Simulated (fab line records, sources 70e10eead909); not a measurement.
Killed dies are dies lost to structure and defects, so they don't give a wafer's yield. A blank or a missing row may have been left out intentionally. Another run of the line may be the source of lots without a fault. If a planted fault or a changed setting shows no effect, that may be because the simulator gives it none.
Which tool did it?    flow nand-harc    24 lots with 72 wafers sampled at 6 steps, on a route of 1159 steps

== WHAT EACH GAUGE READ, for each wafer ==
NHARC_A_CONTACT_CD_MEAS_08: the cd target is 100 nm. Usual: cd-nm 100.5 nm, standard deviation 0.56.
lot   measured      on         cd-nm (nm)         flag
L074  day 16 19:16  cd-sem-03  100.6 100.1 101.6  
L075  day 17 05:08  cd-sem-02  100.9 101.0 100.3  
L077  day 17 07:06  cd-sem-03  101.4 101.9 100.7  
L076  day 17 09:48  cd-sem-03  100.5 100.7 100.3  
L079  day 17 16:29  cd-sem-03  101.6 100.6 100.2  
L081  day 18 09:05  cd-sem-02  101.0 101.1 101.1  
L080  day 18 09:59  cd-sem-03  100.0 101.0 99.8   
L078  day 18 13:08  cd-sem-03  100.4 101.0 100.9  
L083  day 18 22:36  cd-sem-02  100.9 100.6 100.7  
L082  day 18 23:25  cd-sem-02  100.2 100.6 100.3  
L085  day 19 11:49  cd-sem-02  100.5 100.7 99.5   
L084  day 19 14:02  cd-sem-03  99.9 100.1 100.7   
L087  day 19 21:59  cd-sem-03  99.9 99.7 99.9     
L088  day 19 22:21  cd-sem-01  99.7 99.9 99.2     
L086  day 20 04:29  cd-sem-02  100.4 100.4 100.1  
L089  day 20 15:50  cd-sem-01  99.7 101.3 100.9   
L090  day 20 18:11  cd-sem-01  100.3 100.4 100.6  
L092  day 21 03:14  cd-sem-01  100.4 100.4 100.2  
L091  day 21 06:53  cd-sem-01  100.7 100.7 100.7  
L094  day 21 10:11  cd-sem-01  100.0 99.8 99.5    
L093  day 21 11:12  cd-sem-01  100.1 100.7 99.2   
L095  day 22 03:10  cd-sem-02  100.7 100.5 100.8  
L097  day 22 10:02  cd-sem-03  100.1 100.9 100.9  
L096  day 22 16:40  cd-sem-02  100.0 99.8 100.5   

NHARC_A_CONTACT_CD_MEAS_15. Usual: cd-nm 89.7 nm, standard deviation 0.57.
lot   measured      on         cd-nm (nm)      flag
L074  day 16 23:20  cd-sem-03  89.7 89.0 90.0  
L075  day 17 07:41  cd-sem-02  89.4 89.5 88.9  
L077  day 17 09:43  cd-sem-01  91.0 90.6 90.1  
L076  day 17 13:09  cd-sem-02  90.5 90.6 90.4  
L079  day 17 19:16  cd-sem-02  89.5 89.2 89.5  
L081  day 18 11:43  cd-sem-02  90.0 90.1 90.4  
L080  day 18 12:37  cd-sem-03  89.8 89.5 90.7  
L078  day 18 15:38  cd-sem-03  90.0 90.8 89.4  
L083  day 19 01:26  cd-sem-01  90.0 89.4 90.6  
L082  day 19 02:20  cd-sem-02  90.0 89.2 89.2  
L085  day 19 14:26  cd-sem-02  90.0 89.4 89.4  
L084  day 19 17:05  cd-sem-01  89.0 89.4 89.3  
L087  day 20 00:28  cd-sem-02  89.6 90.0 90.3  
L088  day 20 00:55  cd-sem-01  89.6 88.6 89.2  
L086  day 20 07:02  cd-sem-03  90.1 89.8 90.4  
L089  day 20 18:55  cd-sem-03  89.9 89.6 90.7  
L090  day 20 21:37  cd-sem-01  88.7 89.0 89.3  
L092  day 21 05:45  cd-sem-03  89.4 90.1 90.1  
L091  day 21 09:33  cd-sem-02  89.9 90.1 89.8  
L094  day 21 13:23  cd-sem-02  89.7 90.5 90.4  
L093  day 21 13:46  cd-sem-02  88.7 89.5 89.6  
L095  day 22 05:47  cd-sem-02  89.0 89.3 89.4  
L097  day 22 12:47  cd-sem-02  89.0 88.9 88.4  
L096  day 22 19:14  cd-sem-01  89.9 90.1 89.8  

== WHAT TOOL EACH LOT RAN ON (gives the tool, then ch and the chambers of the sampled wafers, and finally the start) ==
lot   NHARC_A_CONTACT_ETCH_121              NHARC_A_CONTACT_ETCH_102            NHARC_A_CONTACT_ETCH_126              NHARC_A_CONTACT_ETCH_88
L074  har-cap-etch-03 ch 0,1, day 16 07:34  rie-diel-02 ch 0,3, day 16 08:52    har-cap-etch-02 ch 0,1, day 16 13:35  rie-diel-04 ch 0,1, day 16 19:32
L075  har-cap-etch-01 ch 0,1, day 16 16:17  rie-diel-12 ch 1,3, day 16 17:39    har-cap-etch-02 ch 0,1, day 16 23:44  rie-diel-02 ch 1,2,3, day 17 05:25
L077  har-cap-etch-03 ch 0,1, day 16 16:47  rie-diel-04 ch 2,3, day 16 18:09    har-cap-etch-03 ch 0,1, day 17 01:14  rie-diel-04 ch 1,3, day 17 07:26
L076  har-cap-etch-01 ch 0,1, day 16 20:29  rie-diel-02 ch 0,1,3, day 16 23:37  har-cap-etch-01 ch 0,1, day 17 05:06  rie-diel-12 ch 1,3, day 17 10:17
L079  har-cap-etch-02 ch 0,1, day 17 05:17  rie-diel-02 ch 0,1, day 17 06:34    har-cap-etch-01 ch 0,1, day 17 11:41  rie-diel-12 ch 0,2, day 17 16:46
L081  har-cap-etch-02 ch 0,1, day 17 17:31  rie-diel-12 ch 0,1,2, day 17 18:48  har-cap-etch-03 ch 0,1, day 17 23:44  rie-diel-02 ch 1,2,3, day 18 09:28
L080  har-cap-etch-01 ch 0,1, day 17 19:46  rie-diel-04 ch 2,3, day 17 21:06    har-cap-etch-01 ch 0,1, day 18 01:54  rie-diel-04 ch 0,1,3, day 18 10:16
L078  har-cap-etch-02 ch 0,1, day 17 22:32  rie-diel-12 ch 1,2,3, day 17 23:48  har-cap-etch-02 ch 0,1, day 18 08:13  rie-diel-12 ch 1,3, day 18 13:25
L083  har-cap-etch-03 ch 0,1, day 18 11:06  rie-diel-12 ch 1,2,3, day 18 12:49  har-cap-etch-03 ch 0,1, day 18 17:35  rie-diel-12 ch 0,3, day 18 23:14
L082  har-cap-etch-01 ch 0,1, day 18 11:14  rie-diel-02 ch 1,2,3, day 18 12:55  har-cap-etch-02 ch 0,1, day 18 17:52  rie-diel-04 ch 0,1,3, day 18 23:42
L085  har-cap-etch-01 ch 0,1, day 19 00:31  rie-diel-12 ch 0,1,2, day 19 01:59  har-cap-etch-02 ch 0,1, day 19 07:06  rie-diel-02 ch 0,1,3, day 19 12:08
L084  har-cap-etch-03 ch 0,1, day 19 00:50  rie-diel-02 ch 0,1,2, day 19 02:10  har-cap-etch-03 ch 0,1, day 19 08:17  rie-diel-12 ch 0,1,3, day 19 14:24
L087  har-cap-etch-01 ch 0, day 19 10:13    rie-diel-12 ch 1,2,3, day 19 11:35  har-cap-etch-03 ch 0,1, day 19 17:08  rie-diel-04 ch 1,2, day 19 22:15
L088  har-cap-etch-02 ch 1, day 19 10:42    rie-diel-04 ch 0,2,3, day 19 12:05  har-cap-etch-01 ch 0,1, day 19 17:35  rie-diel-12 ch 2,3, day 19 22:39
L086  har-cap-etch-01 ch 0,1, day 19 14:18  rie-diel-02 ch 0,1,3, day 19 15:46  har-cap-etch-02 ch 0,1, day 19 20:46  rie-diel-04 ch 0,1,2, day 20 04:46
L089  har-cap-etch-02 ch 0,1, day 20 03:44  rie-diel-12 ch 0,2,3, day 20 05:02  har-cap-etch-02 ch 0,1, day 20 09:51  rie-diel-12 ch 0,2,3, day 20 16:07
L090  har-cap-etch-03 ch 0, day 20 05:05    rie-diel-02 ch 0,1,3, day 20 06:23  har-cap-etch-03 ch 1, day 20 12:56    rie-diel-12 ch 0,2,3, day 20 18:34
L092  har-cap-etch-01 ch 0,1, day 20 15:46  rie-diel-12 ch 2,3, day 20 17:51    har-cap-etch-02 ch 0,1, day 20 22:34  rie-diel-12 ch 1,2,3, day 21 03:31
L091  har-cap-etch-03 ch 0,1, day 20 19:01  rie-diel-04 ch 1,2,3, day 20 20:49  har-cap-etch-01 ch 0,1, day 21 01:58  rie-diel-04 ch 0,2,3, day 21 07:10
L094  har-cap-etch-01 ch 0,1, day 20 21:02  rie-diel-02 ch 0,3, day 20 22:22    har-cap-etch-03 ch 0,1, day 21 03:04  rie-diel-12 ch 1,2,3, day 21 10:27
L093  har-cap-etch-03 ch 0,1, day 20 21:49  rie-diel-12 ch 0,1,2, day 20 23:08  har-cap-etch-02 ch 1, day 21 03:55    rie-diel-04 ch 0,1,2, day 21 11:29
L095  har-cap-etch-03 ch 0,1, day 21 15:55  rie-diel-12 ch 1,2,3, day 21 17:13  har-cap-etch-01 ch 0,1, day 21 22:14  rie-diel-12 ch 0,1,2, day 22 03:28
L097  har-cap-etch-02 ch 0,1, day 21 21:41  rie-diel-12 ch 1,2,3, day 21 22:58  har-cap-etch-02 ch 0,1, day 22 04:04  rie-diel-12 ch 1,3, day 22 10:20
L096  har-cap-etch-03 ch 1, day 22 02:26    rie-diel-04 ch 0,1,3, day 22 03:53  har-cap-etch-02 ch 0,1, day 22 10:53  rie-diel-02 ch 0,1,2, day 22 17:00
- NHARC_A_CONTACT_ETCH_121: etches the open film in C4F8/O2/Ar, time 94 s, target depth 922 nm.
- NHARC_A_CONTACT_ETCH_102: etches the open film in CF4/O2, target depth 70 nm, overetch 7 nm, time 38.5 s.
- NHARC_A_CONTACT_ETCH_126: etches the open film in C4F8/O2/Ar, time 155 s, target depth 956 nm.
- NHARC_A_CONTACT_ETCH_88: etches the open film in CF4, target depth 39 nm, time 65 s.

== AS READ BY THE TOOLS THEMSELVES (means over the sampled wafers that have a number; for cases with no such wafer, the mark the record gives instead) ==
NHARC_A_CONTACT_ETCH_102. Usual: drypump-motor-current-A 5.4 A, standard deviation 0.43; oes-product-au 1.004 a.u., standard deviation 0.011; rf-vpp-V 197.7 V, standard deviation 1.4; showerhead-plenum-p-Torr 1.33 Torr, standard deviation 0.048; throttle-valve-pct 13.398 %, standard deviation 0.0087.
lot   tool         drypump-motor-current-A (A)  oes-product-au (a.u.)  rf-vpp-V (V)  showerhead-plenum-p-Torr (Torr)  throttle-valve-pct (%)  flag
L074  rie-diel-02  5.6                          1.009                  197.5         1.32                             13.401                  
L075  rie-diel-12  5.2                          1.005                  198.2         1.36                             13.408                  
L077  rie-diel-04  5.4                          1.001                  196.9         1.28                             13.395                  
L076  rie-diel-02  5.6                          1.012                  197.6         1.33                             13.402                  
L079  rie-diel-02  5.8                          1.012                  197.2         1.32                             13.393                  
L081  rie-diel-12  5.1                          1.001                  197.9         1.35                             13.393                  
L080  rie-diel-04  5.4                          0.997                  195.7         1.28                             13.399                  
L078  rie-diel-12  5.4                          0.999                  197.2         1.33                             13.397                  
L083  rie-diel-12  5.3                          1.009                  197.5         1.32                             13.408                  
L082  rie-diel-02  5.4                          1.007                  199.0         1.37                             13.396                  
L085  rie-diel-12  5.1                          1.003                  198.5         1.34                             13.390                  
L084  rie-diel-02  5.6                          1.011                  198.0         1.37                             13.401                  
L087  rie-diel-12  5.4                          1.002                  197.6         1.32                             13.398                  
L088  rie-diel-04  5.6                          1.011                  197.6         1.30                             13.398                  
L086  rie-diel-02  5.6                          1.006                  196.8         1.33                             13.406                  
L089  rie-diel-12  5.6                          0.992                  197.0         1.30                             13.402                  
L090  rie-diel-02  5.6                          1.014                  197.4         1.32                             13.400                  
L092  rie-diel-12  5.9                          0.994                  195.9         1.28                             13.401                  
L091  rie-diel-04  5.3                          1.013                  196.8         1.29                             13.401                  
L094  rie-diel-02  5.8                          1.008                  197.1         1.31                             13.401                  
L093  rie-diel-12  5.1                          0.995                  198.1         1.34                             13.392                  
L095  rie-diel-12  5.3                          0.998                  198.3         1.32                             13.404                  
L097  rie-diel-12  5.4                          0.991                  197.9         1.32                             13.395                  
L096  rie-diel-04  5.3                          1.010                  196.8         1.30                             13.396                  

NHARC_A_CONTACT_ETCH_88. Usual: drypump-motor-current-A 5.4 A, standard deviation 0.45; oes-product-au 1.003 a.u., standard deviation 0.011; rf-vpp-V 151.1 V, standard deviation 1; showerhead-plenum-p-Torr 1.75 Torr, standard deviation 0.057; throttle-valve-pct 13.285 %, standard deviation 0.0098.
lot   tool         drypump-motor-current-A (A)  oes-product-au (a.u.)  rf-vpp-V (V)  showerhead-plenum-p-Torr (Torr)  throttle-valve-pct (%)  flag
L074  rie-diel-04  5.2                          1.005                  151.5         1.76                             13.280                  
L075  rie-diel-02  5.4                          1.011                  151.8         1.82                             13.279                  
L077  rie-diel-04  5.1                          1.000                  151.0         1.71                             13.282                  
L076  rie-diel-12  5.7                          1.000                  150.9         1.74                             13.295                  
L079  rie-diel-12  5.4                          1.000                  151.1         1.75                             13.299                  
L081  rie-diel-02  5.4                          1.007                  152.0         1.81                             13.283                  
L080  rie-diel-04  5.2                          1.005                  150.8         1.73                             13.284                  
L078  rie-diel-12  5.7                          0.998                  151.3         1.74                             13.286                  
L083  rie-diel-12  5.7                          0.988                  150.4         1.74                             13.288                  
L082  rie-diel-04  5.2                          1.006                  150.2         1.73                             13.289                  
L085  rie-diel-02  5.6                          1.014                  151.1         1.76                             13.283                  
L084  rie-diel-12  5.5                          0.994                  151.0         1.77                             13.279                  
L087  rie-diel-04  5.6                          1.025                  151.1         1.74                             13.275                  
L088  rie-diel-12  5.5                          1.007                  150.8         1.72                             13.283                  
L086  rie-diel-04  5.5                          1.010                  151.1         1.74                             13.277                  
L089  rie-diel-12  5.6                          0.993                  151.0         1.73                             13.286                  
L090  rie-diel-12  5.6                          0.994                  150.5         1.73                             13.294                  
L092  rie-diel-12  5.3                          1.002                  151.1         1.75                             13.285                  
L091  rie-diel-04  5.6                          1.001                  150.7         1.72                             13.289                  
L094  rie-diel-12  5.3                          0.996                  151.3         1.75                             13.291                  
L093  rie-diel-04  5.5                          1.008                  150.8         1.74                             13.285                  
L095  rie-diel-12  5.1                          1.002                  151.4         1.77                             13.290                  
L097  rie-diel-12  5.7                          0.996                  150.9         1.73                             13.280                  
L096  rie-diel-02  5.6                          1.013                  152.3         1.79                             13.284                  

== THE ANSWER, worked out from the rows above alone ==
Rule: take the mean of a lot's wafers that have a number; if it is more than 3 standard deviations from the usual mean, the lot is off. Also off: a lot with no number at a reading for which 4 or more lots have one. Where the step has rows for the other lots, those lots are counted as sound. First the gauges in route order, then the tools' own readings, where a lot's mean is used as printed above. At the first step where some lot is off, the reading lying furthest off is the one used; lots without a number count as furthest.
Across all readings shown, no lot is off: no conclusion can be drawn from this.

== WHAT THE SIMULATOR HAD INSERTED ==
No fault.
